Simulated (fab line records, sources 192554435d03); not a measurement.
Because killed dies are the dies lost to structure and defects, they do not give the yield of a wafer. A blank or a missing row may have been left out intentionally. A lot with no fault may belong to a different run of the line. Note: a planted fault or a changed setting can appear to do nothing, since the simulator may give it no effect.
A single fault, viewed from 2 desks :: flow n5 finfet :: every desk sees just its own numbers, and what lay behind them comes last

== FOR THE TOOL OWNER'S DESK: rie diel-02 ==
The tool's own readings at N5_BEOL_M5_TRENCH_ETCH_37 (etches SiCOH lowk in C4F6/O2, target depth 71.652 nm, time 24.7 s): means of the sampled wafers that have a number, for each lot that ran on this tool. The brackets show how far a lot's mean lies from the usual mean; more than 4 standard deviations puts the lot out of limits, marked OUT.
Columns: A = drypump motor current A at N5_BEOL_M5_TRENCH_ETCH_37, usual 5.8 A; B = oes_f_703_au at N5_BEOL_M5_TRENCH_ETCH_37, usual 0.79 a.u.; C = oes product au at N5_BEOL_M5_TRENCH_ETCH_37, usual 0.79 a.u.; D = rf vpp V at N5_BEOL_M5_TRENCH_ETCH_37, usual 665 V; E = showerhead plenum p Torr at N5_BEOL_M5_TRENCH_ETCH_37, usual 2.85 Torr; F = throttle valve pct at N5_BEOL_M5_TRENCH_ETCH_37, usual 20.98 %
lot: L864
first seen here: day 11 09:40
A: 6.1
B: 0.93
C: 0.94
D: 662
E: 2.85
F: 20.73

lot: L866
first seen here: day 11 14:00
A: 6.0
B: 0.87
C: 0.87
D: 664
E: 2.86
F: 20.91

lot: L867
first seen here: day 11 14:37
A: 5.7
B: 0.81
C: 0.80
D: 663
E: 2.79
F: 21.09

lot: L872
first seen here: day 13 07:58
A: 5.7
B: 0.90
C: 0.93
D: 669
E: 2.89
F: 20.69
This desk's finding: nothing out of limits on any of the 4 lots.

== METROLOGY DESK ==
What the gauges read, lot by lot, whatever tool the lot ran on: means of the sampled wafers that have a number. The brackets show how far a lot's mean lies from the usual mean; more than 4 standard deviations puts the lot out of limits, marked OUT.
Columns: A = trench depth nm at N5_BEOL_M5_OCD_MEAS_38, usual 71.3 nm; B = M5_THK at N5_BEOL_M5_THK_MEAS_53, usual 61.3 nm; C = M5_RS at N5_BEOL_M5_RS_MEAS_57, usual 0.390 ohm/sq
lot: L854
first seen here: day 7 22:47
A: 71.0
B: 61.4
C: 0.390

lot: L855
first seen here: day 9 02:23
A: 71.9
B: 61.7
C: 0.389

lot: L864
first seen here: day 11 09:50
A: 71.8
B: 63.7
C: 0.376

lot: L866
first seen here: day 11 14:10
A: 71.5
B: 60.9
C: 0.397

lot: L868
first seen here: day 11 14:20
A: 71.1
B: 60.9
C: 0.397

lot: L867
first seen here: day 11 14:47
A: 71.6
B: 61.2
C: 0.390

lot: L872
first seen here: day 13 08:07
A: 75.6 (+4.4) OUT
B: 65.8
C: 0.357

lot: L875
first seen here: day 14 08:55
A: 70.2
B: 59.8
C: 0.397

lot: L877
first seen here: day 14 11:15
A: 71.7
B: 62.4
C: 0.390
This desk finds L872 out of limits, L872 being first, at day 13 08:07 (trench depth nm at N5_BEOL_M5_OCD_MEAS_38). L854, L855, L864, L866, L868, L867, L875, L877 stayed within limits.

== ALL TOGETHER ==
At day 13 08:07 the metrology desk could have sounded an alarm, on L872.
The desk of the tool owner found nothing out of limits.
Tool owner's desk: L872 on record, inside its limits.
On rie diel-02, each named lot ran N5_BEOL_M5_TRENCH_ETCH_37.

== WHAT THE SIMULATOR HAD PUT IN ==
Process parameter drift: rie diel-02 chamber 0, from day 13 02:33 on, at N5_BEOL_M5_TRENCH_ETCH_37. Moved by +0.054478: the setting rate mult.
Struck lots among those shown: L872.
Time in hours between the start of the fault and the first out-of-limits reading at each desk: metrology desk, 6.
